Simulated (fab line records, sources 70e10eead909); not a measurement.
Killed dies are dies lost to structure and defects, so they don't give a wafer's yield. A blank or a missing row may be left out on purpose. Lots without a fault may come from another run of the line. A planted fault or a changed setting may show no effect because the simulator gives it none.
Which tool did it? | flow nand_harc | 24 lots, 72 wafers sampled, at 1 step of a route of 1159

WHAT THE GAUGES READ, wafer by wafer
NHARC_A_CONTACT_CD_MEAS_08: target cd 100 nm. Usual: cd_nm 99.8 nm, standard deviation 0.53.
lot  | measured     | on        | cd_nm (nm)        | flag
L077 | day 20 07:31 | cd_sem-01 | 100.1 99.8 99.5   |
L078 | day 20 10:09 | cd_sem-03 | 99.2 99.6 100.4   |
L074 | day 20 16:34 | cd_sem-03 | 100.2 99.5 99.3   |
L076 | day 20 17:22 | cd_sem-02 | 99.6 99.1 99.4    |
L075 | day 20 23:06 | cd_sem-01 | 100.0 99.5 99.6   |
L082 | day 21 06:10 | cd_sem-03 | 100.6 100.4 100.4 |
L080 | day 21 07:41 | cd_sem-02 | 99.3 99.1 99.2    |
L079 | day 21 13:01 | cd_sem-03 | 100.6 99.6 100.2  |
L081 | day 21 13:42 | cd_sem-01 | 99.4 99.4 99.5    |
L084 | day 21 16:41 | cd_sem-03 | 99.9 100.0 99.5   |
L083 | day 21 19:32 | cd_sem-01 | 100.4 100.8 100.4 |
L087 | day 22 04:20 | cd_sem-02 | 99.6 99.3 98.5    |
L088 | day 22 20:38 | cd_sem-02 | 100.1 100.4 100.3 |
L085 | day 22 22:02 | cd_sem-03 | 100.5 100.4 100.0 |
L089 | day 22 23:10 | cd_sem-02 | 100.9 99.5 100.0  |
L093 | day 23 06:29 | cd_sem-01 | 100.6 100.7 100.3 |
L091 | day 23 12:49 | cd_sem-02 | 100.1 100.0 100.3 |
L092 | day 23 13:26 | cd_sem-03 | 100.3 99.4 99.9   |
L095 | day 23 14:04 | cd_sem-03 | 100.0 100.3 100.4 |
L094 | day 23 16:34 | cd_sem-02 | 100.3 99.2 100.2  |
L090 | day 23 17:47 | cd_sem-02 | 100.3 99.9 99.8   |
L086 | day 24 04:57 | cd_sem-01 | 99.7 99.5 99.7    |
L097 | day 24 13:52 | cd_sem-01 | 98.9 99.7 99.3    |
L096 | day 24 18:34 | cd_sem-01 | 99.2 99.5 99.7    |

WHICH TOOL RAN EACH LOT (tool, then ch and the chambers of the sampled wafers, then the start)
The record holds no process step before these readings.

WHAT THE TOOLS THEMSELVES READ (means of the sampled wafers that have a number; where no wafer has one, the mark that the record gives instead)
The record holds no such reading with a usual standard deviation.

THE ANSWER, worked out from the rows above alone
Rule: a lot is off if the mean of its wafers that have a number lies more than 3 standard deviations from the usual mean. A lot without any number at a reading at which 4 lots or more have one is off too. The other lots that the step has rows for count as sound. The gauges are gone through in route order, then the tools' own readings, and for those a lot's mean is taken as printed above. The first step at which some lot is off is used, and at that step the reading that is off furthest; a lot without a number counts as furthest.
No lot is off at any reading shown: from this, nothing can be told.

WHAT THE SIMULATOR HAD PUT IN
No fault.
